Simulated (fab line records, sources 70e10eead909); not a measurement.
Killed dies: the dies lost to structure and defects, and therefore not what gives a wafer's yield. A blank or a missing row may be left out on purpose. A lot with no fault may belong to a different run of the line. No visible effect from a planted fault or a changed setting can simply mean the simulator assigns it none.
Matching of chambers	flow nand harc	NHARC_P_BONDPAD_CMP_19 on cmp-01 has 4 sister chambers
The step polishes, t overpolish 30 s, cu recess touch 16 s, target thk 160.81 nm. 4 wafers are shown with their chamber, then 8 later ones without.

EACH WAFER AND ITS CHAMBER
wafer	chamber	motor current A (A)
L085.5	0	12.8
L090.3	3	11.0
L090.5	2	11.7
L091.1	1	13.5

WAFERS WITH NO CHAMBER GIVEN
wafer	motor current A (A)
L091.2	11.1
L091.5	12.5
L092.1	12.7
L092.2	12.2
L092.4	13.3
L095.1	12.1
L095.2	11.6
L095.5	11.8

WHICH CHAMBER EACH ONE RAN IN
wafer	from the rows above	in truth
L091.2	can't be placed: 3 or 2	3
L091.5	can't be placed: 0 or 2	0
L092.1	0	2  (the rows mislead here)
L092.2	can't be placed: 2 or 0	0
L092.4	can't be placed: 1 or 0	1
L095.1	can't be placed: 2 or 0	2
L095.2	can't be placed: 2 or 3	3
L095.5	2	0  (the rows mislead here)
Correct placement for 0 of the 8. Cannot be placed on the basis of these rows: 6; the candidates contain the true chamber in 6. Number placed wrongly: 2.
How it was worked out, from the rows above alone: a wafer's distance from a chamber is the root of the sum, over the readings, of the square of ((its reading less the chamber's mean) divided by the reading's scatter). If the next closest chamber is less than 2 further off than the closest, the wafer can't be placed; otherwise it belongs to the closest. For every chamber, the mean is computed from those of its wafers that are shown. The scatter: root of mean squared gap, hidden wafer to nearest shown wafer, with one shown wafer a chamber.
